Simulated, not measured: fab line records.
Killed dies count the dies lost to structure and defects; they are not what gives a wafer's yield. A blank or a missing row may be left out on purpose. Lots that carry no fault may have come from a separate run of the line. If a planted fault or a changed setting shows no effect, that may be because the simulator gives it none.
Matching of chambers	flow n5_finfet	4 sister chambers for N5_SD_EPI_N_ETCH_35 on rie_diel-05
The step etches SOC in N2/H2, overetch 108 nm, time 486 s. 18 wafers are shown with their chamber, then 9 later ones without.

## EACH WAFER AND ITS CHAMBER
wafer	chamber	showerhead_plenum_p_Torr (Torr)	throttle_valve_pct (%)	rf_vpp_V (V)
L076.3	0	2.67	23.67	242.9
L076.4	3	2.50	24.44	239.9
L076.6	2	2.52	23.88	240.8
L081.1	1	2.59	23.39	241.7
L081.3	2	2.51	23.89	239.3
L081.6	1	2.59	23.41	241.5
L082.2	0	2.67	23.69	243.4
L082.3	1	2.58	23.41	242.3
L082.5	2	2.51	23.90	240.5
L084.2	0	2.66	23.70	241.7
L084.4	1	2.58	23.37	241.5
L084.6	0	2.66	23.70	243.7
L086.1	2	2.51	23.89	240.1
L086.3	3	2.50	24.06	239.7
L086.5	1	2.58	23.40	240.8
L090.3	0	2.66	23.71	241.9
L090.4	3	2.50	24.08	239.6
L090.5	2	2.50	23.92	239.5

SIGNATURES (averages over the wafers above)
reading	chamber 0	chamber 1	chamber 2	chamber 3	scatter within a chamber
showerhead_plenum_p_Torr	2.6640	2.5840	2.5100	2.5000	0.00561
throttle_valve_pct	23.6940	23.3960	23.8960	24.1933	0.0821
rf_vpp_V	242.720	241.560	240.040	239.733	0.655
Rule: distance of a wafer from a chamber = root of the sum over the readings of ((wafer's reading minus chamber's mean) / reading's scatter) squared. If the next closest chamber is less than 2 further off than the closest, the wafer can't be placed; otherwise it belongs to the closest. How the scatter is found: for the shown wafers, subtract from each reading the mean of its chamber, square and add these, divide the total by (wafers less chambers), then take the root.

## WAFERS WITH NO CHAMBER GIVEN
wafer	showerhead_plenum_p_Torr (Torr)	throttle_valve_pct (%)	rf_vpp_V (V)
L092.2	2.66	23.70	242.7
L092.4	2.58	23.42	242.0
L092.5	2.49	24.10	240.7
L095.2	2.57	23.43	242.7
L095.4	2.65	23.74	240.8
L095.6	2.57	23.42	241.2
L097.4	2.65	23.73	241.5
L097.5	2.57	23.41	241.2
L097.6	2.65	23.75	242.4

## WHICH CHAMBER EACH WENT THROUGH
wafer	from the rows above	in truth
L092.2	0	0
L092.4	1	1
L092.5	can't be placed: 3 or 2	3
L095.2	1	1
L095.4	0	0
L095.6	1	1
L097.4	0	0
L097.5	1	1
L097.6	0	0
Placed correctly: 8 of 9. From these rows, 1 cannot be placed; in 1 the true chamber is one of the candidates. Wrongly placed: 0.
